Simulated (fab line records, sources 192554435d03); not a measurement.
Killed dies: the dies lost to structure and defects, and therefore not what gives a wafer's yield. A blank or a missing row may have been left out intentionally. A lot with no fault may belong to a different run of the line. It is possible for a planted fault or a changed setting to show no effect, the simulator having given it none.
fab line records	flow n5-finfet	part 1 of 2: steps 1 to 3 of 6
record lots=24	wafers=72	last-day=17
route steps=1938 shown BEOL_M6@1233 BEOL_M7@1308
lots that met no fault: from a run of the same line without faults
start-h: the number of hours between the record's first day and the start of the first shown wafer of the lot	wait-h: how many hours have passed since the lot's step before this one	" same as the row above	L1.1+2: a single row standing in for several wafers	- either no value or no given start	* or withheld: withheld	< > ~ a bound
route shown NAME@n: names a module that has steps shown in the file, with the first one's number in the route	usual: average and standard deviation across the fault-free wafers	same: alike in all rows	chamber/n: place in a boat	sites: the reading at each site	_std_site: the standard deviation of these	_edge_site: outer sites' mean less inner sites'	radius-mm: for every site, how far away it sits from the centre of the wafer	mask NAME#n: copy n	behind: the last tool/chamber to shape the wafer	hold: why the lot went on hold/how many hours it stayed there/how the hold came to an end	device: the transistor (n, p or np) that didn't switch	end of line: at the end of the route, the tests of the same wafers	a step without rows: its recipe alone	killed: dies that structure and defects cost at the first sort, which is not the same as the wafer's yield	map: the dies of a wafer, with x for killed, . for not killed, _ for no die there
set.NAME: the setting the step ran with; set.NAME@STEP: the setting that earlier step ran with	model.NAME: the simulator's own value behind a step, which no gauge read
one table for each step of the route and one row for each wafer, over a sample of lots
services: the hour from which a tool's chamber was out of use, counted from the record's first day as start-h (under 0 if before that day), plus the number of hours and why
## steps
# step N5_BEOL_M6_ETCH_66
# recipe chemistry=N2/H2	target=SOC	target-depth-a=800	overetch-a=160	mask-material=SiARC	temp-c=40	time-s=120	ion-energy-ev=200	pressure-mtorr=30	source-w=840	bias-w=150	n2-flow-sccm=200	h2-flow-sccm=200
# usual bias-w=150.0/0.44	drypump-motor-current-A=5.9/0.38	oes-product-au=0.61/0.064	rf-vpp-V=523.7/2.2	showerhead-plenum-p-Torr=2.53/0.075	temp-c=40.00/0.13	throttle-valve-pct=17.76/0.28
lot.wafer	tool	chamber	start-h	wait-h	bias-w	drypump-motor-current-A	oes-product-au	rf-hours-counter-h	rf-vpp-V	showerhead-plenum-p-Torr	temp-c	throttle-valve-pct
L074.1	rie-diel-01	2	184.38	0.0	150.0	6.5	0.57	153	525.3	2.53	40.06	18.19
L074.4	"	1	"	"	149.6	6.0	0.64	-	524.6	2.57	40.11	17.88
L074.5	"	2	"	"	150.1	6.5	0.58	-	523.5	2.53	40.04	18.22
L075.1	rie-diel-03	0	193.82	0.0	150.3	6.1	0.68	34	521.9	2.49	39.85	17.55
L075.4	"	2	"	"	149.4	6.0	0.59	120	523.5	2.55	40.47	17.51
L075.6	"	2	"	"	149.3	6.0	0.59	-	523.1	2.55	40.18	17.53
L076.1	rie-diel-03	3	197.31	0.0	150.3	5.2	0.53	241	524.0	2.62	39.94	18.14
L076.5	"	0	"	"	149.5	6.1	0.68	-	522.8	2.49	39.85	17.56
L076.6	"	1	"	"	150.5	5.8	0.53	-	523.0	2.50	40.08	18.03
L078.1	rie-diel-01	0	197.69	0.0	149.6	5.7	0.56	181	524.0	2.53	39.88	17.51
L078.3	"	1	"	"	150.2	6.0	0.64	92	523.3	2.56	40.01	17.87
L078.6	"	2	"	"	150.2	6.4	0.58	-	523.7	2.53	39.91	18.23
L077.2	rie-diel-03	1	200.52	0.0	149.9	5.8	0.53	240	521.5	2.50	40.05	18.04
L077.5	"	0	"	"	149.7	6.1	0.68	-	521.1	2.49	40.29	17.56
L077.6	"	1	"	"	149.8	5.9	0.53	-	523.6	2.50	39.84	18.03
L079.1	rie-diel-03	1	212.72	0.0	149.7	5.9	0.53	245	524.1	2.50	40.13	18.04
L079.2	"	3	"	"	149.7	5.2	0.52	247	525.5	2.61	39.99	18.14
L079.4	"	0	"	"	150.1	6.1	0.67	42	522.5	2.49	39.88	17.58
L080.3	rie-diel-01	1	220.30	0.0	150.3	6.0	0.63	100	524.4	2.56	39.96	17.89
L080.4	"	1	"	"	149.9	6.0	0.63	-	524.1	2.56	39.88	17.90
L080.5	"	0	"	"	150.4	5.6	0.56	-	524.5	2.53	39.95	17.54
L082.2	rie-diel-01	1	231.91	0.0	150.2	6.0	0.63	105	523.2	2.56	39.85	17.88
L082.3	"	2	"	"	149.4	6.5	0.57	172	524.8	2.53	40.14	18.25
L082.6	"	3	"	"	149.9	6.4	0.71	-	527.8	2.70	40.14	17.53
L081.2	rie-diel-04	0	232.08	0.0	150.4	5.6	0.60	114	522.4	2.45	39.99	18.12
L081.5	"	1	"	"	149.7	5.6	0.76	-	526.0	2.60	39.89	17.49
L081.6	"	2	"	"	151.0	5.0	0.54	-	520.6	2.41	40.03	17.60
L083.1	rie-diel-04	3	237.54	0.0	149.8	6.3	0.59	126	521.1	2.45	40.06	17.44
L083.2	"	1	"	"	149.7	5.6	0.75	2	525.7	2.60	40.03	17.51
L083.3	"	0	"	"	150.3	5.7	0.60	116	521.7	2.45	39.84	18.09
L084.1	rie-diel-04	3	253.04	0.0	150.9	6.2	0.58	132	521.4	2.45	40.21	17.44
L084.5	"	0	"	"	150.3	5.7	0.60	-	520.9	2.45	40.17	18.14
L084.6	"	1	"	"	150.5	5.6	0.73	-	525.6	2.60	39.99	17.53
L086.1	rie-diel-01	2	254.56	0.0	150.1	6.4	0.57	178	524.0	2.52	40.24	18.25
L086.2	"	3	"	"	149.9	6.4	0.69	30	525.9	2.70	40.06	17.51
L086.6	"	3	"	"	150.1	6.4	0.70	-	528.9	2.70	40.03	17.52
L085.3	rie-diel-01	1	257.27	0.0	150.2	6.0	0.61	112	522.9	2.55	39.91	17.92
L085.5	"	2	"	"	150.4	6.4	0.56	-	524.7	2.52	40.19	18.25
L085.6	"	3	"	"	149.6	6.4	0.69	-	528.3	2.70	39.90	17.53
L087.1	rie-diel-03	2	257.90	0.0	150.0	6.0	0.57	143	524.2	2.54	40.01	17.55
L087.3	"	3	"	"	150.0	5.2	0.72	6	526.1	2.61	40.14	17.70
L087.4	"	0	"	"	149.8	6.1	0.65	-	521.2	2.48	40.00	17.62
L088.2	rie-diel-01	1	262.95	0.0	148.8	6.0	0.61	115	524.6	2.55	40.05	17.92
L088.3	"	3	"	"	150.0	6.4	0.69	33	528.7	2.70	39.97	17.53
L088.5	"	3	"	"	150.2	6.4	0.70	-	527.9	2.70	40.01	17.52
L089.2	rie-diel-04	0	291.07	0.0	150.6	5.7	0.59	135	522.2	2.44	39.88	18.17
L089.4	"	3	"	"	150.2	6.2	0.57	147	520.1	2.44	40.15	17.48
L089.6	"	0	"	"	149.8	5.7	0.59	-	521.4	2.44	40.01	18.16
L090.2	rie-diel-01	2	291.26	0.0	149.8	6.4	0.56	191	523.6	2.52	40.10	18.27
L090.3	"	1	"	"	149.8	6.0	0.61	125	524.2	2.55	39.96	17.94
L090.5	"	0	"	"	150.4	5.7	0.55	-	522.9	2.52	39.77	17.57
L092.1	rie-diel-04	3	293.81	0.0	150.5	6.2	0.57	149	519.8	2.44	39.95	17.48
L092.2	"	0	"	"	150.3	5.7	0.59	137	519.9	2.44	40.00	18.17
L092.5	"	3	"	"	150.6	6.2	0.58	-	521.0	2.44	39.95	17.47
L091.2	rie-diel-03	3	296.84	0.0	149.4	5.2	0.69	21	525.6	2.60	40.04	17.73
L091.4	"	0	"	"	150.2	6.1	0.63	76	522.3	2.47	39.95	17.64
L091.6	"	2	"	"	149.7	6.0	0.56	-	524.9	2.53	39.88	17.61
L093.1	rie-diel-01	2	303.78	0.0	151.2	6.5	0.57	196	524.1	2.52	39.89	18.28
L093.3	"	1	"	"	150.2	6.0	0.61	130	524.0	2.55	40.05	17.96
L093.5	"	1	"	"	150.5	6.0	0.61	-	524.8	2.55	39.87	17.95
L094.1	rie-diel-01	1	313.53	0.0	149.8	6.0	0.61	134	524.7	2.55	39.88	17.94
L094.3	"	0	"	"	149.7	5.7	0.55	219	522.7	2.52	40.26	17.58
L094.5	"	0	"	"	150.5	5.7	0.54	-	522.6	2.51	40.22	17.59
L097.1	rie-diel-04	0	327.14	0.0	149.5	5.7	0.58	150	520.6	2.44	40.00	18.17
L097.2	"	3	"	"	149.6	6.2	0.56	162	519.6	2.43	39.91	17.51
L097.4	"	3	"	"	148.9	6.2	0.56	-	520.7	2.44	39.92	17.48
L096.2	rie-diel-01	0	327.48	0.0	149.7	5.7	0.54	224	522.3	2.51	39.98	17.59
L096.4	"	2	"	"	149.8	6.4	0.55	204	521.9	2.51	39.82	18.29
L096.6	"	0	"	"	149.6	5.7	0.54	-	522.8	2.51	40.03	17.58
L095.2	rie-diel-03	0	327.49	0.0	150.0	6.1	0.62	84	523.3	2.47	40.03	17.65
L095.3	"	2	"	"	150.3	6.0	0.56	168	524.5	2.53	39.76	17.61
L095.4	"	3	"	"	150.4	5.2	0.67	31	527.0	2.60	40.02	17.76
# step N5_BEOL_M6_STRIP_80
# recipe chemistry=N2/H2	time-s=10	power-w=450	temp-c=40	pressure-mtorr=20	rf-frequency-hz=6e+07	bias-power-w=7	n2-flow-sccm=200	h2-flow-sccm=200
# usual drypump-motor-current-A=5.9/0.39	oes-product-au=0.79/0.09	rf-vpp-V=59.2/0.83	showerhead-plenum-p-Torr=2.53/0.076	temp-c=40.00/0.11	throttle-valve-pct=23.6/0.34
lot.wafer	tool	chamber	start-h	wait-h	drypump-motor-current-A	oes-product-au	rf-hours-counter-h	rf-vpp-V	showerhead-plenum-p-Torr	temp-c	throttle-valve-pct
L074.1	rie-diel-01	2	-	-	6.5	0.76	153	59.7	2.53	39.82	24.0
L074.4	"	1	"	"	6.0	0.85	-	59.9	2.56	40.13	23.8
L074.5	"	2	"	"	6.4	0.76	-	58.9	2.53	39.73	24.1
L075.1	rie-diel-03	0	-	-	6.1	0.90	35	59.9	2.49	40.06	23.4
L075.4	"	2	"	"	6.0	0.76	120	58.8	2.55	40.00	23.1
L075.6	"	2	"	"	6.0	0.77	-	60.0	2.55	39.95	23.1
L076.1	rie-diel-03	3	-	-	5.2	0.68	241	59.6	2.61	39.99	24.0
L076.5	"	0	"	"	6.1	0.89	-	59.0	2.49	39.96	23.5
L076.6	"	1	"	"	5.8	0.68	-	59.1	2.50	39.93	23.8
L078.1	rie-diel-01	0	-	-	5.6	0.74	181	59.5	2.53	40.13	23.2
L078.3	"	1	"	"	5.9	0.84	92	59.4	2.56	39.88	23.8
L078.6	"	2	"	"	6.4	0.75	-	59.6	2.53	39.85	24.1
L077.2	rie-diel-03	1	-	-	5.8	0.68	240	59.1	2.49	40.11	23.8
L077.5	"	0	"	"	6.1	0.88	-	59.2	2.49	40.15	23.5
L077.6	"	1	"	"	5.8	0.68	-	58.1	2.49	40.04	23.8
L079.1	rie-diel-03	1	-	-	5.8	0.67	245	58.9	2.49	40.11	23.8
L079.2	"	3	"	"	5.2	0.68	247	60.0	2.61	40.11	24.0
L079.4	"	0	"	"	6.1	0.88	42	58.0	2.48	39.95	23.5
L080.3	rie-diel-01	1	-	-	6.0	0.82	100	58.5	2.56	39.82	23.8
L080.4	"	1	"	"	6.0	0.83	-	59.1	2.56	40.08	23.8
L080.5	"	0	"	"	5.7	0.73	-	58.4	2.52	39.96	23.2
L082.2	rie-diel-01	1	-	-	6.0	0.82	105	59.0	2.55	40.04	23.8
L082.3	"	2	"	"	6.5	0.74	172	58.5	2.52	40.07	24.1
L082.6	"	3	"	"	6.4	0.93	-	60.0	2.70	39.86	23.3
L081.2	rie-diel-04	0	-	-	5.7	0.78	114	58.4	2.45	39.87	24.1
L081.5	"	1	"	"	5.6	1.01	-	59.0	2.60	39.97	23.4
L081.6	"	2	"	"	4.9	0.69	-	60.0	2.41	39.93	23.4
L083.1	rie-diel-04	3	-	-	6.2	0.77	126	60.6	2.45	40.10	23.1
L083.2	"	1	"	"	5.6	0.98	2	59.7	2.60	39.89	23.4
L083.3	"	0	"	"	5.7	0.79	116	57.8	2.45	39.93	24.1
L084.1	rie-diel-04	3	-	-	6.2	0.76	132	58.7	2.44	39.92	23.1
L084.5	"	0	"	"	5.7	0.78	-	58.8	2.44	40.23	24.1
L084.6	"	1	"	"	5.6	0.96	-	59.1	2.60	40.10	23.4
L086.1	rie-diel-01	2	-	-	6.4	0.73	178	58.8	2.52	40.07	24.1
L086.2	"	3	"	"	6.4	0.92	30	58.9	2.69	39.92	23.4
L086.6	"	3	"	"	6.4	0.92	-	60.3	2.70	40.10	23.3
L085.3	rie-diel-01	1	-	-	5.9	0.82	113	59.9	2.55	39.96	23.9
L085.5	"	2	"	"	6.4	0.74	-	60.0	2.52	39.94	24.1
L085.6	"	3	"	"	6.4	0.91	-	59.9	2.69	40.05	23.3
L087.1	rie-diel-03	2	-	-	6.0	0.73	143	57.2	2.54	39.89	23.2
L087.3	"	3	"	"	5.2	0.94	6	60.1	2.61	40.02	23.6
L087.4	"	0	"	"	6.1	0.85	-	57.8	2.48	40.02	23.5
L088.2	rie-diel-01	1	-	-	6.0	0.81	115	58.2	2.55	40.13	23.8
L088.3	"	3	"	"	6.4	0.92	33	60.5	2.69	40.06	23.3
L088.5	"	3	"	"	6.4	0.91	-	59.3	2.69	40.09	23.4
L089.2	rie-diel-04	0	-	-	5.7	0.78	135	58.6	2.44	40.01	24.1
L089.4	"	3	"	"	6.2	0.75	-	59.3	2.44	40.00	23.1
L089.6	"	0	"	"	5.7	0.77	-	60.1	2.44	40.08	24.1
L090.2	rie-diel-01	2	-	-	6.4	0.73	191	58.8	2.51	39.85	24.1
L090.3	"	1	"	"	6.0	0.80	125	58.0	2.55	40.00	23.9
L090.5	"	0	"	"	5.6	0.72	-	58.3	2.51	39.94	23.2
L092.1	rie-diel-04	3	-	-	6.2	0.75	149	58.3	2.44	40.09	23.1
L092.2	"	0	"	"	5.7	0.76	137	58.6	2.44	39.98	24.1
L092.5	"	3	"	"	6.2	0.74	-	58.5	2.44	40.03	23.1
L091.2	rie-diel-03	3	-	-	5.2	0.90	22	58.9	2.60	40.19	23.6
L091.4	"	0	"	"	6.1	0.84	76	58.9	2.47	39.98	23.5
L091.6	"	2	"	"	6.0	0.73	-	59.9	2.53	39.84	23.2
L093.1	rie-diel-01	2	-	-	6.4	0.72	196	58.4	2.51	40.02	24.1
L093.3	"	1	"	"	5.9	0.80	130	59.7	2.54	39.90	23.9
L093.5	"	1	"	"	6.0	0.79	-	60.8	2.54	39.87	23.9
L094.1	rie-diel-01	1	-	-	6.0	0.79	134	58.8	2.54	39.96	23.9
L094.3	"	0	"	"	5.6	0.71	219	58.6	2.51	40.03	23.3
L094.5	"	0	"	"	5.7	0.71	-	58.2	2.51	39.96	23.2
L097.1	rie-diel-04	0	-	-	5.7	0.75	150	59.3	2.43	39.90	24.1
L097.2	"	3	"	"	6.2	0.73	162	58.3	2.43	39.91	23.1
L097.4	"	3	"	"	6.2	0.73	-	59.0	2.43	39.85	23.1
L096.2	rie-diel-01	0	-	-	5.7	0.70	224	59.0	2.51	40.00	23.3
L096.4	"	2	"	"	6.5	0.71	204	59.0	2.51	39.88	24.1
L096.6	"	0	"	"	5.7	0.70	-	60.6	2.51	39.96	23.3
L095.2	rie-diel-03	0	-	-	6.1	0.82	84	59.5	2.47	40.07	23.5
L095.3	"	2	"	"	6.0	0.73	168	59.5	2.53	39.90	23.2
L095.4	"	3	"	"	5.2	0.88	31	59.4	2.59	39.91	23.7
# step N5_BEOL_M6_ANNEAL_51
# recipe temp-c=225	time-s=90	ambient=N2
# usual wafer_temp_C_max=225.97/0.21
lot.wafer	tool	chamber	start-h	wait-h	wafer_temp_C_max
L074.1	rtp-anneal-01	0	187.17	0.3	225.66
L074.4	"	0	"	"	226.02
L074.5	"	0	"	"	225.88
L075.1	rtp-anneal-01	0	195.81	0.2	225.73
L075.4	"	0	"	"	226.35
L075.6	"	0	"	"	226.18
L076.1	rtp-anneal-01	0	199.54	0.1	226.21
L076.5	"	0	"	"	226.08
L076.6	"	0	"	"	226.18
L078.1	rtp-anneal-02	0	200.16	0.1	225.66
L078.3	"	0	"	"	226.25
L078.6	"	0	"	"	226.02
L077.2	rtp-anneal-01	0	203.02	0.2	225.88
L077.5	"	0	"	"	225.58
L077.6	"	0	"	"	225.63
L079.1	rtp-anneal-02	0	214.83	0.1	225.89
L079.2	"	0	"	"	226.19
L079.4	"	0	"	"	225.78
L080.3	rtp-anneal-01	0	222.49	0.3	225.93
L080.4	"	0	"	"	225.91
L080.5	"	0	"	"	225.99
L082.2	rtp-anneal-02	0	234.94	0.1	226.04
L082.3	"	0	"	"	226.05
L082.6	"	0	"	"	225.76
L081.2	rtp-anneal-02	0	235.21	0.2	225.95
L081.5	"	0	"	"	226.01
L081.6	"	0	"	"	225.86
L083.1	rtp-anneal-01	0	241.53	0.1	226.16
L083.2	"	0	"	"	226.22
L083.3	"	0	"	"	225.87
L084.1	rtp-anneal-01	0	255.43	0.1	226.56
L084.5	"	0	"	"	225.72
L084.6	"	0	"	"	225.89
L086.1	rtp-anneal-01	0	256.99	0.1	226.15
L086.2	"	0	"	"	225.55
L086.6	"	0	"	"	225.87
L085.3	rtp-anneal-02	0	260.88	0.1	226.10
L085.5	"	0	"	"	225.93
L085.6	"	0	"	"	225.99
L087.1	rtp-anneal-01	0	261.76	0.2	226.44
L087.3	"	0	"	"	225.77
L087.4	"	0	"	"	226.41
L088.2	rtp-anneal-01	0	266.29	0.2	225.95
L088.3	"	0	"	"	226.11
L088.5	"	0	"	"	226.07
L089.2	rtp-anneal-02	0	293.22	0.1	225.74
L089.4	"	0	"	"	225.49
L089.6	"	0	"	"	225.91
L090.2	rtp-anneal-02	0	293.49	0.3	226.36
L090.3	"	0	"	"	225.89
L090.5	"	0	"	"	225.70
L092.1	rtp-anneal-02	0	297.15	0.1	225.70
L092.2	"	0	"	"	225.79
L092.5	"	0	"	"	225.82
L091.2	rtp-anneal-02	0	299.29	0.4	226.22
L091.4	"	0	"	"	226.01
L091.6	"	0	"	"	225.92
L093.1	rtp-anneal-01	0	306.50	0.3	226.22
L093.3	"	0	"	"	226.27
L093.5	"	0	"	"	226.16
L094.1	rtp-anneal-02	0	315.97	0.1	225.74
L094.3	"	0	"	"	225.92
L094.5	"	0	"	"	226.04
L097.1	rtp-anneal-02	0	330.87	0.1	226.28
L097.2	"	0	"	"	225.88
L097.4	"	0	"	"	225.97
L095.2	rtp-anneal-01	0	331.17	0.4	226.03
L095.3	"	0	"	"	225.87
L095.4	"	0	"	"	225.89
L096.2	rtp-anneal-02	0	331.18	0.2	225.59
L096.4	"	0	"	"	226.00
L096.6	"	0	"	"	226.21
